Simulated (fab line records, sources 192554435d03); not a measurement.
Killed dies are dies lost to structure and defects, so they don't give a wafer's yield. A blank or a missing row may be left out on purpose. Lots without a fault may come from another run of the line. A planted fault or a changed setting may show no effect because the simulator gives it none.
Problem report in the 8D (eight disciplines) form, filled by code | flow n5_finfet | the parts of the form that need people (team, actions taken, sign-off) are left out

1. THE PROBLEM
CJ_P at N5_BEOL_M4_RC_MEAS_101 reads a mean of 4.54 on 6 wafers of 2 lots; wafers without a fault read 5.82 with a standard deviation of 0.22. That is -5.8 standard deviations from the usual mean.
First seen on wafer L125.2, day 11 07:26, on prober-01. The record holds 27 wafers of 9 lots with a number at this step. Rule for "out", or "out of limits": more than 4 standard deviations from the usual mean. The other wafers with a number count as sound.

2. WHAT IT IS AND WHAT IT IS NOT
question                    | is                     | is not
which readings at this step | CJ_P                   | DIBL_N, DIBL_P, IOFF_N, IOFF_P, SS_N, SS_P, VT_N, VT_P
which lots                  | L125, L128             | L117, L118, L119, L120, L123, L124, L136
which wafers of those lots  | all that have a number | -
read on which gauges        | prober-01              | prober-02
when                        | from day 11 07:26      | up to then (18 sound wafers); but 3 sound wafers of L136 came after

3. SUSPECTS, AND WHAT RULES EACH OUT
Counting: a tool at a process step up to the reading stays a suspect if it ran every lot that is out and no sound lot after the first of them.
- the gauge at N5_BEOL_M4_RC_MEAS_101: ruled out. All the wafers that are out were read on prober-01, but those of them that N5_WELL_APT_IMPLANT_15 has rows for are out there too, on other tools.
- rie_diel-03 at N5_ZERO_LAYER_DESCUM_16 (chemistry O2, time 7.9 s): kept. It ran every lot that is out, first L125 (day 4 12:41), and no sound lot after that; its last sound lot up to then is L124 (day 4 06:41).
- implanter-01 at N5_WELL_APT_IMPLANT_15: kept. It ran every lot that is out, first L125 (day 4 13:58), and no sound lot after that; its last sound lot up to then is L124 (day 4 07:55). Its own readings are out on those wafers: beam_energy_keV.
Left after counting: rie_diel-03 at N5_ZERO_LAYER_DESCUM_16, implanter-01 at N5_WELL_APT_IMPLANT_15.

4. THE CAUSE (what the simulator had put in)
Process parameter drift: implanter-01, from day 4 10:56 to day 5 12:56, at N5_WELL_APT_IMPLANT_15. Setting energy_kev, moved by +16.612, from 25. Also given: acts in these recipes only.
Counting left 2 suspects, and this tool is among them.

5. THE CHAIN OF EFFECTS, in route order
Each row: a reading whose mean over the struck wafers that have a number lies more than 3 standard deviations from the usual. Only readings for which the record gives a usual standard deviation are gone through. hours: the time from each lot's start at the first step in this table that gives one to its start at this step, as a median over the lots. sigmas: the change in usual standard deviations.
hours | step                   | reading         | usual  | on struck wafers | change  | sigmas
0     | N5_WELL_APT_IMPLANT_15 | beam_energy_keV | 25.000 | 41.607           | +16.607 | +99 or more
161   | N5_BEOL_M4_RC_MEAS_101 | CJ_P            | 5.82   | 4.54             | -1.28   | -5.8
The process steps in it:
- N5_WELL_APT_IMPLANT_15

6. WHAT WOULD HAVE CAUGHT IT SOONER
In this record the first reading out of limits at a measuring or inspecting step was taken at day 11 07:26, 165 hours after the fault began at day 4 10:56.
The tool's own readings at N5_WELL_APT_IMPLANT_15 were out on every struck wafer that the step has a row for (beam_energy_keV): an alarm limit on them would have fired on the first of those.
All the lots that are out (2) had begun N5_WELL_APT_IMPLANT_15 on implanter-01 by day 11 07:26. A hold on the tool at that time would have spared none of them.
